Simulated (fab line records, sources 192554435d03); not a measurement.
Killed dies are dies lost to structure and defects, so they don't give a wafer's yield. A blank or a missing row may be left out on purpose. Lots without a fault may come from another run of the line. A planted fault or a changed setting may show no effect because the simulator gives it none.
fab line records | flow n5_finfet
record lots=7 wafers=21 last_day=17
route steps=1938 shown SD_EPI_N@270 BEOL_M4@1111 PASSIVATION@1936
lots that met no fault: from a run of the same line without faults
start_h: hours from the record's first day to the start of the lot's first wafer shown | wait_h: hours since the lot's step before | " the same as in the row above | L1.1+2: a row that stands for several wafers | - no value, or no start given | * or withheld: withheld | < > ~ a bound
route shown NAME@n: a module of which the file shows steps, and the number in the route of the first | usual: mean/standard deviation of fault-free wafers | same: alike in all rows | chamber/n: place in a boat | sites: the reading at each site | _std_site: their standard deviation | _edge_site: outer sites' mean less inner sites' | radius_mm: how far each site lies from the wafer's centre | mask NAME#n: copy n | behind: the tool/chamber that last shaped the wafer | hold: why the lot was held/for how many hours/how that ended | device: the transistor (n, p or np) that didn't switch | end of line: the same wafers' tests at the end of the route | a step without rows: its recipe alone | killed: dies lost to structure and defects at the first sort, not the wafer's yield | map: a wafer's dies, x killed, . not, _ none there
set.NAME: the setting as run; set.NAME@STEP: as run at that earlier step | model.NAME: the simulator's own value behind a step, which no gauge read
lots at some steps of the route; a table a step, a row a wafer
services: from which hour (start_h, from the record's first day; less than 0 if before it) a tool's chamber was out of use, for how many hours, and why
## steps
# step N5_SD_EPI_N_CD_MEAS_09
# recipe target_cd_nm=120 landing_energy_ev=500 detector=se_inlens
# usual cd_nm=120.2/1
# columns lot.wafer tool chamber start_h wait_h cd_nm
L950.1 cd_sem-03 0 63.08 - 119.5
L950.4 " 0 " " 120.1
L950.6 " 0 " " 120.9
L953.3 cd_sem-02 0 81.90 - 120.0
L953.4 " 0 " " 120.7
L953.6 " 0 " " 122.2
L955.1 cd_sem-01 0 91.93 - 122.4
L955.3 " 0 " " 120.9
L955.4 " 0 " " 121.3
L956.4 cd_sem-02 0 99.22 - 120.9
L956.5 " 0 " " 121.0
L956.6 " 0 " " 120.9
L957.1 cd_sem-01 0 106.74 - 120.4
L957.2 " 0 " " 119.6
L957.3 " 0 " " 121.4
L968.1 cd_sem-03 0 169.39 - 119.2
L968.4 " 0 " " 118.0
L968.5 " 0 " " 119.6
L969.2 cd_sem-03 0 175.65 - 119.8
L969.4 " 0 " " 118.7
L969.6 " 0 " " 117.2
# step N5_SD_EPI_N_OVL_MEAS_10
# recipe points_per_wafer=44
# usual SD_N_BLK_OVL=0.0/0.83
# columns lot.wafer tool chamber start_h wait_h SD_N_BLK_OVL[nm]
L950.1 overlay-02 0 63.11 0.0 0.9
L950.4 " 0 " " -0.4
L950.6 " 0 " " -0.9
L953.3 overlay-02 0 81.93 0.0 0.5
L953.4 " 0 " " -1.0
L953.6 " 0 " " -0.1
L955.1 overlay-02 0 91.96 0.0 0.1
L955.3 " 0 " " 0.8
L955.4 " 0 " " 1.0
L956.4 overlay-01 0 99.25 0.0 0.1
L956.5 " 0 " " 1.3
L956.6 " 0 " " 1.3
L957.1 overlay-02 0 106.77 0.0 0.2
L957.2 " 0 " " 0.4
L957.3 " 0 " " 0.3
L968.1 overlay-02 0 169.42 0.0 -1.0
L968.4 " 0 " " -0.6
L968.5 " 0 " " -0.5
L969.2 overlay-01 0 175.68 0.0 0.2
L969.4 " 0 " " 0.1
L969.6 " 0 " " 0.3
# step N5_SD_EPI_N_INSPECT_11
# recipe mode=adi inspect_instrument=macro
# usual raw_defect_count=2.2/1.4
# columns lot.wafer tool chamber start_h wait_h raw_defect_count
L950.1 defect_inspect-02 - 63.14 0.0 3
L950.4 " - " " 3
L950.6 " - " " 1
L953.3 defect_inspect-02 - 81.95 0.0 3
L953.4 " - " " 2
L953.6 " - " " 0
L955.1 defect_inspect-02 - 91.98 0.0 3
L955.3 " - " " 0
L955.4 " - " " 3
L956.4 defect_inspect-02 - 99.56 0.3 4
L956.5 " - " " 1
L956.6 " - " " 7
L957.1 defect_inspect-02 - 106.80 0.0 1
L957.2 " - " " 0
L957.3 " - " " 1
L968.1 defect_inspect-02 - 169.44 0.0 1
L968.4 " - " " 2
L968.5 " - " " 0
L969.2 defect_inspect-02 - 175.71 0.0 2
L969.4 " - " " 1
L969.6 " - " " 2
# step N5_SD_EPI_N_DESCUM_14
# recipe chemistry=O2 time_s=7.9 source_power_w=50 bias_power_w=20 pressure_mtorr=20 rf_frequency_hz=2.712e+07 temp_c=40 resist=CAR-ArF-block o2_flow_sccm=225
# usual drypump_motor_current_A=5.6/0.58 oes_product_au=0.78/0.085 rf_vpp_V=243.3/1.5 showerhead_plenum_p_Torr=2.11/0.07 throttle_valve_pct=20.41/0.28
# same time_s=7.9
# columns lot.wafer tool chamber start_h wait_h drypump_motor_current_A oes_product_au rf_hours_counter_h rf_vpp_V showerhead_plenum_p_Torr throttle_valve_pct
L950.1 rie_diel-06 1 63.17 0.0 5.6 0.72 192 245.7 2.19 20.97
L950.4 " 2 " " 6.4 0.68 238 240.5 2.00 20.72
L950.6 " 3 " " 5.7 0.72 - 241.5 2.10 20.51
L953.3 rie_diel-06 0 81.98 0.0 4.8 0.92 21 242.9 2.05 20.22
L953.4 " 1 " " 5.5 0.70 201 245.3 2.18 20.98
L953.6 " 1 " " 5.5 0.70 - 242.9 2.18 20.98
L955.1 rie_diel-02 0 92.40 0.4 5.5 0.80 97 243.1 2.09 20.06
L955.3 " 2 " " 4.7 0.81 86 244.8 2.21 20.06
L955.4 " 1 " " 5.3 0.77 151 241.9 2.10 20.31
L956.4 rie_diel-05 2 99.59 0.0 6.5 0.97 2 244.5 2.23 20.19
L956.5 " 1 " " 5.4 0.70 - 242.4 2.10 20.62
L956.6 " 0 " " 5.5 0.82 - 240.7 2.03 20.21
L957.1 rie_diel-05 2 106.83 0.0 6.5 0.97 4 245.5 2.23 20.20
L957.2 " 1 " " 5.4 0.70 216 242.7 2.10 20.64
L957.3 " 3 " " 5.7 0.69 245 241.3 2.06 20.83
L968.1 rie_diel-05 2 169.64 0.2 6.5 0.90 29 245.8 2.22 20.24
L968.4 " 3 " " 5.8 0.92 10 242.7 2.06 20.58
L968.5 " 2 " " 6.5 0.89 - 245.8 2.22 20.25
L969.2 rie_diel-02 0 175.74 0.0 5.5 0.78 127 243.5 2.07 20.13
L969.4 " 2 " " 4.7 0.79 118 245.6 2.20 20.11
L969.6 " 1 " " 5.3 0.75 - 243.4 2.09 20.33
# step N5_SD_EPI_N_ETCH_34
# recipe chemistry=CF4 target=SiARC target_depth_a=455 mask_material=CAR-ArF-block time_s=75.8 ion_energy_ev=80 pressure_mtorr=40 source_w=545 bias_w=36 Ar_flow_sccm=100 cf4_flow_sccm=100 ends=cleared
# step N5_SD_EPI_N_ETCH_35
# recipe chemistry=N2/H2 target=SOC overetch_a=1080 mask_material=SiARC temp_c=40 ion_energy_ev=100 source_w=3000 bias_w=133 pressure_mtorr=20 time_s=486 n2_flow_sccm=200 h2_flow_sccm=200
# usual bias_w=133.0/0.4 drypump_motor_current_A=5.6/0.59 oes_product_au=0.70/0.074 rf_vpp_V=240.8/1.3 showerhead_plenum_p_Torr=2.55/0.077 throttle_valve_pct=23.7/0.37
# same time_s=486
# columns lot.wafer tool chamber start_h wait_h bias_w drypump_motor_current_A oes_product_au rf_hours_counter_h rf_vpp_V showerhead_plenum_p_Torr throttle_valve_pct
L950.1 rie_diel-06 1 63.26 0.0 132.7 5.5 0.65 192 241.2 2.60 23.7
L950.4 " 2 " " 133.6 6.4 0.61 238 239.1 2.39 23.7
L950.6 " 3 " " 133.7 5.6 0.64 - 240.9 2.48 23.3
L953.3 rie_diel-06 0 82.08 0.0 133.2 4.9 0.81 21 240.6 2.51 24.2
L953.4 " 1 " " 133.0 5.6 0.64 201 241.2 2.59 23.8
L953.6 " 1 " " 132.6 5.5 0.64 - 242.6 2.59 23.7
L955.1 rie_diel-02 0 92.49 0.0 132.7 5.5 0.73 97 241.7 2.58 23.7
L955.3 " 2 " " 133.0 4.7 0.73 86 241.2 2.65 22.9
L955.4 " 1 " " 132.6 5.3 0.68 151 241.4 2.54 23.6
L956.4 rie_diel-05 2 99.68 0.0 132.6 6.5 0.87 2 243.7 2.71 23.8
L956.5 " 1 " " 132.9 5.4 0.63 - 239.7 2.50 23.8
L956.6 " 0 " " 133.0 5.5 0.74 - 240.3 2.48 23.9
L957.1 rie_diel-05 2 106.92 0.0 132.8 6.5 0.86 4 241.7 2.71 23.8
L957.2 " 1 " " 132.6 5.4 0.63 216 240.7 2.50 23.8
L957.3 " 3 " " 132.7 5.7 0.61 245 239.8 2.50 24.4
L968.1 rie_diel-05 2 169.73 0.0 132.7 6.5 0.80 29 243.9 2.70 23.8
L968.4 " 3 " " 132.8 5.7 0.83 10 239.9 2.50 24.3
L968.5 " 2 " " 132.9 6.5 0.80 - 243.3 2.70 23.8
L969.2 rie_diel-02 0 175.83 0.0 133.2 5.5 0.71 127 241.0 2.57 23.7
L969.4 " 2 " " 133.2 4.7 0.71 118 241.7 2.64 23.0
L969.6 " 1 " " 133.5 5.3 0.67 - 240.0 2.53 23.6
# step N5_SD_EPI_N_STRIP_36
# recipe chemistry=N2/H2 temp_c=40 n2_flow_sccm=200 h2_flow_sccm=200 rf_frequency_hz=6e+07
# step N5_SD_EPI_N_ETCHBACK_44
# recipe chemistry=CH3F/O2 mode=anisotropic_etchback target=SiNx target_depth_a=145 stop_on=SiO2 over_etch_frac=0.3 ion_energy_ev=120 pressure_mtorr=30 source_w=395 bias_w=73 Ar_flow_sccm=150 CH3F_flow_sccm=30 O2_flow_sccm=20
# step N5_SD_EPI_N_ETCH_45
# recipe chemistry=CH3F/O2 target=SiOCN target_depth_a=60 mask_material=SOC ion_energy_ev=60 bias_w=29 pressure_mtorr=15 source_w=410 Ar_flow_sccm=150 CH3F_flow_sccm=30 O2_flow_sccm=20
# usual bias_w=29.01/0.083 drypump_motor_current_A=5.6/0.58 oes_product_au=0.78/0.088 rf_vpp_V=127.3/0.99 showerhead_plenum_p_Torr=2.00/0.067 throttle_valve_pct=23.24/0.26
# columns lot.wafer tool chamber start_h wait_h bias_w drypump_motor_current_A oes_product_au rf_hours_counter_h rf_vpp_V showerhead_plenum_p_Torr throttle_valve_pct
L950.1 rie_diel-06 1 63.69 0.1 29.10 5.5 0.71 192 128.5 2.07 23.80
L950.4 " 2 " " 29.05 6.4 0.68 238 125.6 1.88 23.42
L950.6 " 3 " " 29.01 5.7 0.72 - 127.8 1.97 23.05
L953.3 rie_diel-06 0 82.50 0.1 29.03 4.8 0.92 22 127.8 1.94 23.02
L953.4 " 1 " " 29.05 5.6 0.69 202 127.4 2.06 23.81
L953.6 " 1 " " 28.96 5.6 0.70 - 127.7 2.06 23.82
L955.1 rie_diel-02 0 92.91 0.1 29.00 5.5 0.83 97 127.6 2.01 23.12
L955.3 " 2 " " 28.95 4.7 0.81 86 128.5 2.09 22.81
L955.4 " 1 " " 28.94 5.3 0.76 152 126.9 2.01 23.23
L956.4 rie_diel-05 2 100.11 0.1 29.07 6.5 0.95 2 129.9 2.13 23.25
L956.5 " 1 " " 29.01 5.4 0.69 - 125.6 1.98 23.33
L956.6 " 0 " " 29.01 5.5 0.82 - 127.7 1.93 23.08
L957.1 rie_diel-05 2 107.35 0.1 29.15 6.5 0.95 5 127.8 2.13 23.25
L957.2 " 1 " " 29.04 5.4 0.69 216 126.7 1.98 23.36
L957.3 " 3 " " 28.92 5.7 0.69 245 126.7 1.95 23.53
L968.1 rie_diel-05 2 170.15 0.1 29.08 6.5 0.88 29 128.3 2.12 23.29
L968.4 " 3 " " 28.91 5.8 0.92 10 126.5 1.94 23.43
L968.5 " 2 " " 28.89 6.5 0.88 - 128.7 2.13 23.30
L969.2 rie_diel-02 0 176.26 0.1 29.00 5.5 0.79 127 127.3 2.00 23.14
L969.4 " 2 " " 29.08 4.7 0.77 118 128.3 2.08 22.87
L969.6 " 1 " " 29.13 5.3 0.74 - 128.3 2.00 23.25
# step N5_SD_EPI_N_ETCH_16
# recipe chemistry=CHF3/O2 target=SiO2 target_depth_a=50 mask_material=SOC pressure_mtorr=30 source_w=650 bias_w=170 Ar_flow_sccm=200 CHF3_flow_sccm=50 O2_flow_sccm=5 ion_energy_ev=200
# usual bias_w=169.9/0.53 drypump_motor_current_A=5.6/0.58 oes_o_777_au=0.78/0.076 oes_product_au=0.78/0.088 rf_vpp_V=521/12 showerhead_plenum_p_Torr=2.42/0.08 throttle_valve_pct=18.83/0.24
# columns lot.wafer tool chamber start_h wait_h bias_w drypump_motor_current_A oes_o_777_au oes_product_au rf_hours_counter_h rf_vpp_V showerhead_plenum_p_Torr throttle_valve_pct
L950.1 rie_diel-06 1 63.79 0.1 169.2 5.6 0.74 0.71 192 501 2.50 19.33
L950.4 " 2 " " 170.1 6.4 0.70 0.69 238 531 2.28 19.00
L950.6 " 3 " " 170.5 5.7 0.74 0.72 - 522 2.38 18.76
L953.3 rie_diel-06 0 82.60 0.1 169.7 4.9 0.91 0.93 22 535 2.33 18.50
L953.4 " 1 " " 170.0 5.6 0.73 0.70 202 500 2.50 19.34
L953.6 " 1 " " 170.0 5.5 0.73 0.70 - 499 2.50 19.33
L955.1 rie_diel-02 0 93.01 0.1 169.6 5.5 0.83 0.82 97 516 2.42 18.67
L955.3 " 2 " " 169.3 4.7 0.83 0.81 86 526 2.53 18.50
L955.4 " 1 " " 169.7 5.3 0.77 0.76 152 535 2.43 18.89
L956.4 rie_diel-05 2 100.21 0.1 169.8 6.5 0.92 0.96 2 532 2.58 18.74
L956.5 " 1 " " 170.2 5.4 0.74 0.70 - 502 2.39 18.91
L956.6 " 0 " " 169.6 5.5 0.80 0.82 - 524 2.34 18.71
L957.1 rie_diel-05 2 107.45 0.1 169.9 6.4 0.91 0.96 5 533 2.58 18.74
L957.2 " 1 " " 169.8 5.4 0.74 0.70 216 503 2.39 18.91
L957.3 " 3 " " 169.8 5.7 0.68 0.68 245 533 2.36 19.17
L968.1 rie_diel-05 2 170.25 0.1 170.4 6.4 0.84 0.88 29 531 2.57 18.80
L968.4 " 3 " " 169.5 5.7 0.92 0.93 10 535 2.35 18.86
L968.5 " 2 " " 170.6 6.4 0.85 0.88 - 531 2.57 18.80
L969.2 rie_diel-02 0 176.36 0.1 170.2 5.5 0.80 0.79 127 515 2.41 18.74
L969.4 " 2 " " 170.2 4.7 0.80 0.78 118 527 2.51 18.54
L969.6 " 1 " " 170.2 5.3 0.75 0.74 - 534 2.43 18.91
# step N5_SD_EPI_N_STRIP_47
# recipe chemistry=CHF3/O2 resist=SiARC rf_frequency_hz=6e+07
# step N5_SD_EPI_N_SD_RECESS_17
# recipe chemistry=HBr/Cl2/O2 target_depth_a=410 mask_material=SOC time_s=23.7 bt_time_s=3 pressure_mtorr=10 icp_w=800 bias_w=112 HBr_flow_sccm=150 Cl2_flow_sccm=80 O2_flow_sccm=12
# usual bias_w=112.0/0.31 drypump_motor_current_A=5.6/0.45 oes_o_777_au=0.997/0.02 oes_product_au=1.005/0.014 throttle_valve_pct=37.1/0.44
# same bt_time_s=3 time_s=23.7
# columns lot.wafer tool chamber start_h wait_h bias_w drypump_motor_current_A oes_o_777_au oes_product_au rf_hours_counter_h throttle_valve_pct
L950.1 rie_si-04 1 63.86 0.0 111.8 6.6 1.015 0.999 202 37.5
L950.4 " 3 " " 111.9 5.5 0.985 1.003 83 37.6
L950.6 " 1 " " 111.8 6.7 1.014 1.006 - 37.5
L953.3 rie_si-05 1 82.68 0.0 111.8 5.3 1.012 1.012 3 37.5
L953.4 " 2 " " 112.1 5.5 0.994 1.004 0 36.4
L953.6 " 1 " " 111.8 5.3 1.007 1.021 - 37.5
L955.1 rie_si-03 0 93.08 0.0 111.3 5.9 1.006 1.002 23 36.4
L955.3 " 2 " " 111.9 5.5 0.981 1.013 30 38.1
L955.4 " 1 " " 111.3 4.7 1.004 1.019 106 36.8
L956.4 rie_si-05 1 100.28 0.0 112.0 5.3 1.009 1.022 3 37.5
L956.5 " 2 " " 112.1 5.5 0.995 0.995 - 36.4
L956.6 " 1 " " 111.9 5.3 1.006 1.016 - 37.4
L957.1 rie_si-04 2 107.52 0.0 111.5 5.2 0.999 1.010 149 36.7
L957.2 " 0 " " 112.3 5.6 0.976 0.988 4 37.1
L957.3 " 3 " " 112.7 5.5 0.984 0.998 84 37.6
L968.1 rie_si-05 1 170.32 0.0 111.7 5.3 1.011 1.020 4 37.5
L968.4 " 1 " " 111.9 5.3 1.002 1.024 - 37.5
L968.5 " 2 " " 111.7 5.5 0.990 1.006 - 36.4
L969.2 rie_si-03 2 176.43 0.0 111.7 5.5 0.990 0.999 31 38.1
L969.4 " 0 " " 112.2 5.9 1.012 0.990 25 36.4
L969.6 " 1 " " 111.7 4.6 1.006 1.017 - 36.8
# step N5_SD_EPI_N_STRIP_38
# recipe chemistry=N2/H2 power_w=1000 temp_c=250 h2_frac=0.65 overash_fraction=0.3 pressure_mtorr=withheld n2_flow_sccm=1750 h2_flow_sccm=3250
# usual drypump_motor_current_A=5.8/0.52 h2_flow_sccm=3250/9.9 heater_power_w=330/39 oes_product_au=0.762/0.012
# columns lot.wafer tool chamber start_h wait_h drypump_motor_current_A h2_flow_sccm heater_power_w oes_product_au rf_hours_counter_h
L950.1 plasma_asher-02 0 63.95 0.1 4.9 3239 292 0.765 80
L950.4 " 0 " " 4.9 3243 299 0.768 -
L950.6 " 0 " " 4.9 3245 295 0.758 -
L953.3 plasma_asher-02 0 82.79 0.1 4.9 3250 292 0.756 -
L953.4 " 1 " " 6.1 3240 379 0.773 -
L953.6 " 1 " " 6.1 3244 391 0.728 -
L955.1 plasma_asher-02 1 93.18 0.1 - - - - -
L955.3 " 1 " " - - - - -
L955.4 " 0 " " - - - - -
L956.4 plasma_asher-02 1 100.39 0.1 - - - - -
L956.5 " 0 " " - - - - -
L956.6 " 1 " " - - - - -
L957.1 plasma_asher-02 1 107.61 0.1 - - - - -
L957.2 " 0 " " - - - - -
L957.3 " 1 " " - - - - -
L968.1 plasma_asher-01 0 170.42 0.1 6.2 3260 303 0.778 59
L968.4 " 0 " " 6.2 3264 303 0.762 -
L968.5 " 0 " " 6.2 3256 297 0.751 -
L969.2 plasma_asher-02 1 176.52 0.1 6.1 3240 377 0.762 101
L969.4 " 1 " " 6.1 3248 384 0.773 -
L969.6 " 1 " " 6.1 3246 388 0.762 -
# step N5_SD_EPI_N_WET_ETCH_43
# recipe chemistry=dHF dilution=withheld time_s=14 target=SiO2 target_depth_a=15 temp_c=25
# step N5_BEOL_M4_RC_MEAS_101
# usual DIBL_N=37.1/2.4 DIBL_P=37/3 IOFF_N=0.18/0.053 IOFF_P=0.21/0.05 ION_N=674/14 ION_P=459/9.2 SS_N=72.1/0.9 SS_P=73.4/0.89 VT_N=250/3.8 VT_P=-251/3.7
# columns lot.wafer tool chamber start_h wait_h DIBL_N[mV/V] DIBL_P[mV/V] IOFF_N[nA/um] IOFF_P[nA/um] ION_N[uA/um] ION_P[uA/um] SS_N[mV/dec] SS_P[mV/dec] VT_N[mV] VT_P[mV]
L950.1 prober-02 0 200.22 0.0 36.9 37 0.16 0.23 679 464 71.0 73.8 253 -248
L950.4 " 0 " " 33.9 33 0.12 0.19 659 458 70.7 72.5 255 -251
L950.6 " 0 " " 36.2 36 0.15 0.21 664 457 72.4 73.2 252 -252
L953.3 prober-02 0 206.00 0.3 32.0 29 0.08 0.10 628 434 71.0 71.1 261 -260
L953.4 " 0 " " 35.8 34 0.13 0.15 657 442 71.5 72.9 255 -257
L953.6 " 0 " " 35.8 34 0.13 0.14 645 438 71.7 72.4 255 -259
L955.1 prober-02 0 213.64 0.0 35.3 34 0.14 0.21 671 457 70.7 72.4 249 -251
L955.3 " 0 " " 38.3 36 0.18 0.23 684 464 72.6 73.5 251 -248
L955.4 " 0 " " 35.8 33 0.14 0.18 651 453 71.8 72.6 255 -255
L957.1 prober-01 0 229.62 0.0 37.4 35 0.15 0.16 662 448 71.6 72.4 251 -257
L957.2 " 0 " " 38.4 36 0.19 0.19 681 452 71.8 73.2 245 -253
L957.3 " 0 " " 33.7 32 0.10 0.13 653 448 71.1 72.6 257 -258
L956.4 prober-01 0 232.50 0.5 36.2 34 0.15 0.18 667 454 70.7 72.9 251 -254
L956.5 " 0 " " 37.8 37 0.18 0.21 664 454 71.8 73.5 250 -253
L956.6 " 0 " " 35.5 33 0.13 0.17 658 449 71.1 72.3 253 -253
L968.1 prober-02 0 288.09 0.0 35.7 35 0.16 0.18 667 453 72.1 73.4 251 -255
L968.4 " 0 " " 39.9 40 0.25 0.26 691 464 72.7 74.3 244 -248
L968.5 " 0 " " 35.7 35 0.15 0.18 661 449 71.8 73.0 254 -254
L969.2 prober-02 0 309.45 0.2 36.6 37 0.19 0.18 665 444 73.1 73.8 248 -254
L969.4 " 0 " " 32.3 33 0.11 0.14 658 448 70.8 71.9 252 -259
L969.6 " 0 " " 30.6 29 0.09 0.10 637 431 71.0 71.6 257 -261
# step N5_PASSIVATION_PROBE_49
# usual defect_limited_yield=91.6/1.4 killed_at_M0_to_M3=32/9.5 killed_at_M4_up=13/6 killed_at_contacts=12/5.6 killed_at_front_end=39/11 killed_at_other=2.8/2.3 killed_dies=99/16 killed_open=65/12 killed_short=32/7.6 sort_bin_5_function=4.8/0.88 sort_bin_6_memory=3.2/0.65 sort_bin_8_speed=0.2/2 sort_n_pass=1077/29 sort_yield_pct=91.2/2.5
# same gross_dies=1180 killed_at_back_side=0 sort_bin_4_leakage[%]=0
# columns lot.wafer tool chamber start_h wait_h defect_limited_yield[%] killed_at_M0_to_M3 killed_at_M4_up killed_at_contacts killed_at_front_end killed_at_other killed_dies killed_open killed_short sort_bin_5_function[%] sort_bin_6_memory[%] sort_bin_8_speed[%] sort_n_pass sort_yield_pct[%]
L953.3 prober-01 - 318.39 0.1 91.7 24 8 22 41 3 98 53 42 4.7 3.2 14.8 907 76.9
L953.4 prober-01 - 318.44 0.2 93.0 19 3 19 38 4 83 57 25 4.2 2.7 0 1097 93.0
L953.6 prober-01 - 318.54 0.3 94.2 11 11 4 38 4 68 41 23 3.1 2.5 0.6 1105 93.6
L955.1 prober-01 - 320.60 0.0 91.5 41 2 13 40 4 100 60 38 5.2 3.1 0 1080 91.5
L955.3 prober-01 - 320.70 0.1 93.6 20 10 9 31 6 76 47 23 3.6 2.1 0 1104 93.6
L955.4 prober-01 - 320.75 0.2 94.1 28 8 10 19 5 70 41 28 3.8 1.9 0 1110 94.1
L957.1 prober-01 - 335.28 0.0 91.5 31 12 11 43 3 100 58 30 4.7 2.8 0 1080 91.5
L957.2 prober-01 - 335.33 0.1 90.9 35 13 20 39 0 107 66 36 5.3 3.3 0 1073 90.9
L957.3 prober-01 - 335.38 0.1 89.8 49 21 14 34 2 120 85 33 5.8 4.2 0 1060 89.8
# killed by level:class
L953.3 MOL_CONTACT_COAG:geometric_particle:open=16 BEOL_M0_SAQP:geometric_particle:open=10 GATE_CUT:geometric_particle:short=9 FIN_SAQP:geometric_particle:short=7 MOL_CONTACT_COAG:geometric_particle:short=6 FIN_SAQP:geometric_particle:open=5 BEOL_M0_SAQP:geometric_particle:short=4 STI_FIN_REVEAL:geometric_particle:open=3
L953.4 MOL_CONTACT_COAG:geometric_particle:open=16 FIN_SAQP:geometric_particle:open=9 BEOL_M3:geometric_particle:open=6 GATE_CUT:geometric_particle:short=5 FIN_CUT:geometric_particle:short=4 GATE_CUT:geometric_particle:open=4 BEOL_M0_SAQP:geometric_particle:short=4 MOL_CONTACT_COAG:geometric_particle:short=3
L953.6 STI_FIN_REVEAL:geometric_particle:open=9 FIN_SAQP:geometric_particle:short=8 FIN_SAQP:geometric_particle:open=8 BEOL_M4:geometric_particle:open=5 GATE_CUT:geometric_particle:short=4 MOL_CONTACT_COAG:geometric_particle:open=4 STARTING-WAFER:geometric_particle:short=3 BEOL_M0_SAQP:geometric_particle:open=2
L955.1 FIN_SAQP:geometric_particle:open=16 MOL_CONTACT_COAG:geometric_particle:open=11 BEOL_M0_SAQP:geometric_particle:short=11 BEOL_M0_SAQP:geometric_particle:open=8 BEOL_M3:geometric_particle:short=6 BEOL_M1:geometric_particle:open=5 FIN_SAQP:geometric_particle:short=4 SPACER0:geometric_particle:open=4
L955.3 MOL_CONTACT_COAG:geometric_particle:open=8 BEOL_M4:geometric_particle:open=6 FIN_SAQP:geometric_particle:short=5 BEOL_M0_SAQP:geometric_particle:open=5 BEOL_M3:geometric_particle:open=5 HKMG_FIN:area_etch=5 DUMMY_GATE:geometric_particle:open=4 BEOL_M1:geometric_particle:open=4
L955.4 BEOL_M0_SAQP:geometric_particle:short=7 MOL_CONTACT_COAG:geometric_particle:open=6 FIN_SAQP:geometric_particle:open=5 BEOL_M2:geometric_particle:open=5 STARTING-WAFER:geometric_particle:short=5 MOL_CONTACT_COAG:geometric_particle:short=4 BEOL_M0_SAQP:geometric_particle:open=4 BEOL_M3:geometric_particle:open=4
L957.1 MOL_CONTACT_COAG:geometric_particle:open=10 BEOL_M0_SAQP:geometric_particle:short=10 FIN_SAQP:geometric_particle:short=9 HKMG_FIN:area_etch=9 STI_FIN_REVEAL:geometric_particle:open=8 BEOL_M0_SAQP:geometric_particle:open=8 FIN_SAQP:geometric_particle:open=6 BEOL_M1:geometric_particle:open=5
L957.2 MOL_CONTACT_COAG:geometric_particle:open=15 BEOL_M0_SAQP:geometric_particle:short=14 FIN_SAQP:geometric_particle:short=8 DUMMY_GATE:geometric_particle:open=7 BEOL_M0_SAQP:geometric_particle:open=7 FIN_SAQP:geometric_particle:open=6 STI_FIN_REVEAL:geometric_particle:open=5 MOL_CONTACT_COAG:geometric_particle:short=5
L957.3 MOL_CONTACT_COAG:geometric_particle:open=14 BEOL_M0_SAQP:geometric_particle:short=13 BEOL_M0_SAQP:geometric_particle:open=11 DUMMY_GATE:geometric_particle:open=8 BEOL_M4:geometric_particle:open=8 FIN_SAQP:geometric_particle:short=7 BEOL_M0:geometric_particle:open=7 BEOL_M2:geometric_particle:open=7
## services
# columns tool chamber start_h hours kind
rie_diel-06 - 40.82 0.8 repair
rie_diel-05 - 47.18 1.8 repair
rie_si-04 1 81.65 14.0 repair
rie_diel-05 2 83.03 - clean
rie_diel-05 2 83.03 - consumable_replace:focus_ring
rie_diel-05 2 83.03 - consumable_replace:showerhead
rie_diel-05 2 83.03 13.0 scheduled_down
rie_diel-05 2 83.03 13.0 vent_cycle
plasma_asher-02 - 84.41 1.2 repair
rie_diel-06 2 92.18 - clean
rie_diel-06 2 92.18 - consumable_replace:focus_ring
rie_diel-06 2 92.18 - consumable_replace:showerhead
rie_diel-06 2 92.18 13.1 scheduled_down
rie_diel-06 2 92.18 13.1 vent_cycle
rie_diel-06 0 93.20 17.5 repair
plasma_asher-02 - 97.19 2.7 repair
rie_diel-05 2 111.68 4.3 repair
rie_si-05 3 121.11 9.0 repair
rie_diel-05 3 123.51 - clean
rie_diel-05 3 123.51 - consumable_replace:focus_ring
rie_diel-05 3 123.51 17.8 scheduled_down
rie_diel-05 3 123.51 17.8 vent_cycle
rie_diel-05 0 153.50 6.6 repair
rie_si-05 0 167.32 26.1 repair
## key
first_sign step=N5_SD_EPI_N_STRIP_38 reading=tool_record direction=missing
effect none on later readings
met_at N5_SD_EPI_N_STRIP_38
struck_wafers L955.1,L955.3,L955.4,L956.4,L956.5,L956.6,L957.1,L957.2,L957.3
onset_between 82.79 93.18
fault kind=skipped_step_whole tool=plasma_asher-02 chamber=- onset_h=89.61 steps=N5_SD_EPI_N_STRIP_38 scope=struck_lots_only
